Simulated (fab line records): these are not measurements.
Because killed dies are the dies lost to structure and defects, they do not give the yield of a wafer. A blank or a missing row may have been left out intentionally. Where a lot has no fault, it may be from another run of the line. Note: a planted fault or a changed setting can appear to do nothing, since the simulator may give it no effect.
Chamber matching | flow nand_harc | NHARC_A_CONTACT_CMP_20 on cmp-04: 4 sister chambers
The step polishes, t overpolish 30 s, target thk 300 nm. 4 wafers are shown with their chamber, then 9 later ones without.

## WAFERS WITH THEIR CHAMBER
wafer  | chamber | motor_current_A (A)
L091.3 | 3       | 11.5
L090.1 | 1       | 12.2
L090.2 | 2       | 11.7
L090.4 | 0       | 11.0

## WAFERS WITHOUT THEIR CHAMBER
wafer  | motor_current_A (A)
L092.1 | 12.1
L092.3 | 11.4
L092.6 | 11.0
L093.4 | 13.6
L093.5 | 11.6
L093.6 | 13.2
L095.1 | 11.4
L095.3 | 12.0
L095.4 | 11.4

## CHAMBER TAKEN BY EACH
wafer  | from the rows above               | in truth
L092.1 | can't be placed: 1 or 2 or 3 or 0 | 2
L092.3 | can't be placed: 3 or 2 or 0 or 1 | 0
L092.6 | can't be placed: 0 or 3 or 2      | 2
L093.4 | can't be placed: 1 or 2 or 3      | 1
L093.5 | can't be placed: 2 or 3 or 0 or 1 | 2
L093.6 | can't be placed: 1 or 2 or 3      | 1
L095.1 | can't be placed: 3 or 2 or 0 or 1 | 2
L095.3 | can't be placed: 1 or 2 or 3 or 0 | 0
L095.4 | can't be placed: 3 or 2 or 0 or 1 | 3
0 of 9 placed correctly. Unplaceable from these rows: 9, with the true chamber sitting among the candidates in 9. Placed wrongly: 0.
How it was worked out, from the rows above alone: a wafer's distance from a chamber is the root of the sum, over the readings, of the square of ((its reading less the chamber's mean) divided by the reading's scatter). The wafer belongs to the nearest chamber; if the next one is less than 2 further off, it can't be placed. For every chamber, the mean is computed from those of its wafers that are shown. The scatter: with one shown wafer a chamber, the root of the mean of the squares of how far each hidden wafer lies from its nearest shown one.
